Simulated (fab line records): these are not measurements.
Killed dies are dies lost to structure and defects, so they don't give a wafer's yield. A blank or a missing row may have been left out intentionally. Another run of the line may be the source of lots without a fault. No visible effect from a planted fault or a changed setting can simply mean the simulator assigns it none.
Chamber matching	flow n5-finfet	N5_BEOL_M2_PRE_CLEAN_60 on cvd-co-02: 3 sister chambers
The step time 15 s. 18 wafers are shown with their chamber, then 9 later ones without.

== WAFERS PAIRED WITH THEIR CHAMBERS ==
wafer	chamber	heater-power-w (W)
L074.3	0	103
L074.5	1	95
L074.6	2	103
L078.3	0	98
L078.4	2	104
L078.6	0	100
L081.2	2	106
L081.4	2	105
L081.6	0	103
L085.4	1	94
L085.5	2	104
L085.6	0	103
L087.1	1	92
L087.2	0	100
L087.3	2	106
L087.4	2	105
L087.5	1	94
L087.6	0	102

SIGNATURES (averages over the wafers above)
reading	chamber 0	chamber 1	chamber 2	scatter within a chamber
heater-power-w	101.29	93.75	104.71	1.54
Rule: for a wafer and a chamber, the distance is found by dividing, reading by reading, the gap between the wafer's reading and the chamber's mean by the reading's scatter, squaring, summing and taking the root. The wafer belongs to the nearest chamber; if the next one is less than 2 further off, it can't be placed. The scatter: the root of (the sum of the squares of (reading less its chamber's mean) over the shown wafers, divided by (wafers less chambers)).

== WAFERS WITHOUT THEIR CHAMBER ==
wafer	heater-power-w (W)
L089.1	101
L089.3	101
L089.4	94
L093.1	103
L093.4	104
L093.6	104
L095.3	94
L095.5	106
L095.6	92

== CHAMBER TAKEN BY EACH ==
wafer	from the rows above	in truth
L089.1	0	0
L089.3	0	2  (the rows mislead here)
L089.4	1	1
L093.1	can't be placed: 0 or 2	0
L093.4	can't be placed: 2 or 0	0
L093.6	can't be placed: 2 or 0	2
L095.3	1	1
L095.5	2	2
L095.6	1	1
5 of 9 placed correctly. Unplaceable from these rows: 3, with the true chamber sitting among the candidates in 3. Wrongly placed: 1.
